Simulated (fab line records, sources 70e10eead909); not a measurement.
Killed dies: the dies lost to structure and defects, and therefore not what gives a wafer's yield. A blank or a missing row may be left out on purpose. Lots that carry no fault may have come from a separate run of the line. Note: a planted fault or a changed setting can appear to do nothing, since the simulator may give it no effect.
Matching of chambers    flow nand-harc    4 sister chambers for NHARC_A_BLC_STRIP_21 on rie-diel-01
The step strips in O2. 8 wafers are shown with their chamber, then 10 later ones without.

EACH WAFER AND ITS CHAMBER
wafer   chamber  showerhead-plenum-p-Torr (Torr)  drypump-motor-current-A (A)
L082.5  1        3.39                             6.4
L084.4  3        3.50                             5.8
L084.5  0        3.58                             6.0
L087.1  2        3.72                             6.0
L087.2  3        3.49                             5.7
L087.6  1        3.38                             6.4
L093.1  2        3.72                             6.0
L093.2  0        3.58                             6.0

WAFERS WHOSE CHAMBER IS MISSING
wafer   showerhead-plenum-p-Torr (Torr)  drypump-motor-current-A (A)
L093.6  3.38                             6.4
L091.4  3.58                             6.0
L091.5  3.72                             6.0
L091.6  3.49                             5.8
L092.1  3.58                             6.0
L092.2  3.38                             6.4
L092.6  3.72                             6.0
L097.1  3.49                             5.7
L097.2  3.58                             6.0
L097.6  3.58                             6.0

WHICH CHAMBER EACH ONE RAN IN
wafer   from the rows above  in truth
L093.6  1                    1
L091.4  0                    0
L091.5  2                    2
L091.6  3                    3
L092.1  0                    0
L092.2  1                    1
L092.6  2                    2
L097.1  3                    3
L097.2  0                    0
L097.6  0                    0
Correct placement for 10 of the 10. Not placeable from these rows: 0. Wrongly placed: 0.
How it was worked out, from the rows above alone: a wafer's distance from a chamber is the root of the sum, over the readings, of the square of ((its reading less the chamber's mean) divided by the reading's scatter). The wafer belongs to the nearest chamber; if the next one is less than 2 further off, it can't be placed. Each chamber's mean is taken over the wafers shown for it. The scatter: the root of (the sum of the squares of (reading less its chamber's mean) over the shown wafers, divided by (wafers less chambers)).
